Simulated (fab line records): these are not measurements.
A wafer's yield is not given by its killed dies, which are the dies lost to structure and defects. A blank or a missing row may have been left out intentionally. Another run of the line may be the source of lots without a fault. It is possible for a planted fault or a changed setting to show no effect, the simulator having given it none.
Comparing a struck lot with a sound one | flow n5 finfet | 21 steps out of a route of 1938
Sound: these wafers, L391.1, L391.4, L391.5. Struck: wafer L395.2. Last of all comes the cause.
Order at every step that has rows: each side's tool, ch and its chambers, its first start. Under that, the readings that differ: sound wafers | struck wafers | difference of the means | sigmas: that difference in standard deviations of wafers without a fault.
alike: a reading whose means differ by less than 2 such deviations, as well as words and numbers matching on both sides. not compared: withheld readings; readings where some wafer has no value; bounds like >300 that might hide an equal value; numbers whose values overlap and for which the record gives no deviation.
Wherever a step has rows on one side only, a row that says differs or no value, or a row with sigmas, the two part there. Numbers that have no deviation but don't overlap get no sigmas and don't part them. A reading that every wafer of one side lacks parts them only if that side has two wafers or more.

first, 6 steps without rows for these wafers: N5_BEOL_M1_COAT_22 (resist thk 30 nm); N5_BEOL_M1_EBR_24; N5_BEOL_M1_SOFTBAKE_23 (time 60 s); N5_BEOL_M1_EXPOSE_25 (exposes mask V0, defocus 5 nm, target cd 24 nm); N5_BEOL_M1_PEB_26 (peb time 60 s); N5_BEOL_M1_DEVELOP_27 (develop time 30 s).
N5_BEOL_M1_CD_MEAS_28: target cd y 23.3 nm.
  sound on cd sem-02 ch 0, day 7 09:19; struck on cd sem-01 ch 0, day 8 11:11
  alike: cd nm
N5_BEOL_M1_OVL_MEAS_29:
  sound on overlay-02 ch 0, day 7 09:20; struck on overlay-02 ch 0, day 8 11:13
  alike: V0_OVL
N5_BEOL_M1_INSPECT_30: inspects for defects (brightfield).
  struck on defect inspect-02, day 8 11:16; sound on defect inspect-01, day 7 09:23
  alike: raw defect count
N5_BEOL_M1_DESCUM_33: chemistry O2, time 7 s.
  sound on rie diel-04 ch 0,2,3, day 7 10:34; struck on rie diel-04 ch 0, day 8 11:19
  alike: drypump motor current A, oes product au, rf vpp V, showerhead plenum p Torr, temp c, throttle valve pct
  not compared: rf hours counter h
N5_BEOL_M1_ETCH_77: etches underlayer in N2/H2, target depth 6.5 nm, time 5.2 s.
  sound on rie diel-04 ch 0,2,3, day 7 10:37; struck on rie diel-04 ch 0, day 8 11:20
  alike: drypump motor current A, etch rf on time s, oes product au, rf vpp V, showerhead plenum p Torr, throttle valve pct
  not compared: rf hours counter h
N5_BEOL_M1_ETCH_69: etches SiARC in CF4, target depth 15.6 nm, time 26 s.
  sound on rie diel-04 ch 0,2,3, day 7 10:37; struck on rie diel-04 ch 0, day 8 11:22
  alike: drypump motor current A, etch rf on time s, oes product au, rf vpp V, showerhead plenum p Torr, throttle valve pct
  not compared: rf hours counter h
N5_BEOL_M1_ALD_98: deposits SiO2, target thk 2.5 nm, pulse time 1 s, co reactant pulse time 1 s.
  sound on ald sin-02 ch 1,3, day 7 10:42; struck on ald sin-02 ch 3, day 8 14:04
  reading                                  | sound       | struck | difference | sigmas
  ald cycles                               | 17 17 17    | 13     | -4         |
  model.SiO2_of_BEOL_M1_ALD_98.thk nm (nm) | 2.6 2.6 2.4 | 2      | -1         |
  alike: heater power w, precursor pulse height rel
N5_BEOL_M1_ETCHBACK_99: etches SiO2 in CHF3, target depth 5 nm, time 10.4 s.
  sound on rie diel-04 ch 0,3, day 7 16:35; struck on rie diel-04 ch 1, day 8 14:58
  alike: drypump motor current A, oes_ar_750_au, oes product au, rf vpp V, showerhead plenum p Torr, throttle valve pct
  not compared: rf hours counter h
N5_BEOL_M1_ETCH_70: etches SOC in N2/H2, target depth 80 nm, overetch 16 nm, time 120 s.
  sound on rie diel-04 ch 0,3, day 7 16:37; struck on rie diel-04 ch 1, day 8 15:00
  reading                | sound             | struck | difference | sigmas
  temp c (C)             | 40.15 39.99 40.12 | 39.87  | -0.22      | -2
  throttle valve pct (%) | 17.82 17.78 17.78 | 18.44  | +0.65      | +2
  alike: drypump motor current A, oes product au, rf vpp V, showerhead plenum p Torr
  not compared: rf hours counter h
then, 2 steps without rows for these wafers: N5_BEOL_M1_STRIP_71 (strips in N2/H2); N5_BEOL_M1_STRIP_78 (strips in N2/H2).
N5_BEOL_M1_VIA_ETCH_34: etches the open film in C4F6/O2, target depth 67.8 nm, time 64.4 s.
  sound on rie diel-04 ch 0,3, day 7 16:43; struck on rie diel-04 ch 1, day 8 15:06
  reading                  | sound          | struck | difference | sigmas
  model.BEOL_M1.cd nm (nm) | 18.2 18.2 18.6 | 19     | +1         |
  alike: drypump motor current A, oes_ar_750_au, oes product au, rf vpp V, showerhead plenum p Torr, throttle valve pct
  not compared: rf hours counter h
then, 1 step without rows for these wafers: N5_BEOL_M1_STRIP_83 (strips in C4F6/O2).
N5_BEOL_M4_RC_MEAS_101:
  sound on prober-02 ch 0, day 9 22:43; struck on prober-01 ch 0, day 10 02:49
  reading        | sound          | struck | difference | sigmas
  IOFF_P (nA/um) | 0.15 0.19 0.18 | 0.27   | +0.10      | +2
  VT_P (mV)      | -255 -255 -257 | -243   | +13        | +3
  alike: DIBL_N, DIBL_P, IOFF_N, ION_N, ION_P, SS_N, SS_P, VT_N
after that, 1 step had no rows for these wafers: N5_PASSIVATION_PROBE_49.

## WHERE THEY PART
At N5_BEOL_M1_ETCH_70 first; at N5_BEOL_M4_RC_MEAS_101 last (within this record only).

WHY: whatever the simulator had introduced
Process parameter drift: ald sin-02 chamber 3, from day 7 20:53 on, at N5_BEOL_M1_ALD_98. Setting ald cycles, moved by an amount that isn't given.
